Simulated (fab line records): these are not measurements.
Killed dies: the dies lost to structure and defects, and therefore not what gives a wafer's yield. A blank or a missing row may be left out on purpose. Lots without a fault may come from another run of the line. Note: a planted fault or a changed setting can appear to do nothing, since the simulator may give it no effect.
Chamber matching    flow n5_finfet    N5_GATE_CUT_PECVD_57 on pecvd-01: 3 sister chambers
The step deposits SiNx from SiH4/NH3/N2, target thk 21 nm. 3 wafers are shown with their chamber, then 8 later ones without.

WAFERS WITH THEIR CHAMBER
wafer   chamber  throttle_valve_pct (%)
L086.2  0        43.6
L088.6  1        38.4
L090.1  2        38.1

WAFERS WITHOUT THEIR CHAMBER
wafer   throttle_valve_pct (%)
L090.3  43.6
L090.4  43.7
L092.1  38.2
L092.2  38.4
L092.4  38.7
L094.1  38.4
L094.5  38.4
L094.6  38.4

CHAMBER TAKEN BY EACH
wafer    from the rows above       in truth
L090.3   0                         0
L090.4   0                         0
L092.1   can't be placed: 2 or 1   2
L092.2   1                         1
L092.4   1                         1
L094.1   1                         1
L094.5   1                         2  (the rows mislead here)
L094.6   1                         1
Placed correctly: 6 of 8. Can't be placed from these rows: 1 (the true chamber is among the candidates in 1). Number placed wrongly: 1.
How it was worked out, from the rows above alone: a wafer's distance from a chamber is the root of the sum, over the readings, of the square of ((its reading less the chamber's mean) divided by the reading's scatter). If the next closest chamber is less than 2 further off than the closest, the wafer can't be placed; otherwise it belongs to the closest. The mean given for a chamber averages the wafers shown for that chamber. The scatter (one wafer shown for each chamber): square how far every hidden wafer sits from the nearest shown wafer, average those squares and take the square root.
